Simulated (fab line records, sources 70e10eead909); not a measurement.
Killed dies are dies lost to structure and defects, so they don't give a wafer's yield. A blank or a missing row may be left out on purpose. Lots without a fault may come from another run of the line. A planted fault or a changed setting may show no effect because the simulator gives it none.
Chamber matching | flow nand_harc | NHARC_A_CHANNEL_FILL_D2_STRIP_28 on rie_diel-02: 4 sister chambers
The step strips in O2, time 20 s. 20 wafers are shown with their chamber, then 10 later ones without.

WAFERS WITH THEIR CHAMBER
wafer  | chamber | drypump_motor_current_A (A) | oes_product_au (a.u.) | throttle_valve_pct (%)
L077.1 | 3       | 5.7                         | 1.002                 | 17.044
L077.2 | 1       | 5.8                         | 0.989                 | 17.020
L077.5 | 2       | 6.3                         | 1.012                 | 17.022
L079.3 | 2       | 6.3                         | 1.010                 | 17.032
L079.4 | 0       | 6.0                         | 1.001                 | 17.041
L079.6 | 2       | 6.4                         | 1.010                 | 17.032
L080.2 | 1       | 5.8                         | 0.988                 | 17.034
L080.4 | 3       | 5.7                         | 1.002                 | 17.029
L080.5 | 3       | 5.7                         | 0.997                 | 17.027
L083.2 | 0       | 6.0                         | 0.972                 | 17.024
L083.3 | 1       | 5.8                         | 0.982                 | 17.028
L083.5 | 0       | 6.0                         | 0.967                 | 17.045
L087.1 | 3       | 5.7                         | 1.015                 | 17.037
L087.2 | 1       | 5.7                         | 0.993                 | 17.034
L087.6 | 3       | 5.7                         | 1.003                 | 17.050
L091.2 | 1       | 5.8                         | 0.984                 | 17.026
L091.3 | 0       | 6.1                         | 0.978                 | 17.047
L091.6 | 0       | 6.0                         | 0.973                 | 17.051
L088.3 | 3       | 5.7                         | 0.996                 | 17.039
L088.5 | 0       | 6.0                         | 0.966                 | 17.020

SIGNATURES (means of the wafers above)
reading                 | chamber 0 | chamber 1 | chamber 2 | chamber 3 | scatter within a chamber
drypump_motor_current_A | 6.017     | 5.780     | 6.333     | 5.700     | 0.0379
oes_product_au          | 0.97617   | 0.98720   | 1.01067   | 1.00250   | 0.00845
throttle_valve_pct      | 17.03800  | 17.02840  | 17.02867  | 17.03767  | 0.00941
Rule: a wafer's distance from a chamber is the root of the sum, over the readings, of the square of ((its reading less the chamber's mean) divided by the reading's scatter). The wafer belongs to the nearest chamber; if the next one is less than 2 further off, it can't be placed. The scatter: the root of (the sum of the squares of (reading less its chamber's mean) over the shown wafers, divided by (wafers less chambers)).

WAFERS WITHOUT THEIR CHAMBER
wafer  | drypump_motor_current_A (A) | oes_product_au (a.u.) | throttle_valve_pct (%)
L088.6 | 5.8                         | 0.980                 | 17.047
L093.3 | 6.4                         | 0.993                 | 17.039
L093.5 | 5.7                         | 1.000                 | 17.058
L093.6 | 6.0                         | 0.980                 | 17.033
L095.1 | 5.8                         | 0.989                 | 17.033
L095.4 | 5.7                         | 1.004                 | 17.029
L095.5 | 5.7                         | 1.001                 | 17.039
L097.1 | 6.4                         | 1.001                 | 17.040
L097.3 | 5.8                         | 1.002                 | 17.030
L097.4 | 6.1                         | 0.973                 | 17.027

WHICH CHAMBER EACH WENT THROUGH
wafer  | from the rows above     | in truth
L088.6 | can't be placed: 1 or 3 | 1
L093.3 | 2                       | 2
L093.5 | can't be placed: 3 or 1 | 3
L093.6 | 0                       | 0
L095.1 | 1                       | 1
L095.4 | can't be placed: 3 or 1 | 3
L095.5 | 3                       | 3
L097.1 | 2                       | 2
L097.3 | can't be placed: 1 or 3 | 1
L097.4 | 0                       | 0
Placed correctly: 6 of 10. Can't be placed from these rows: 4 (the true chamber is among the candidates in 4). Placed wrongly: 0.
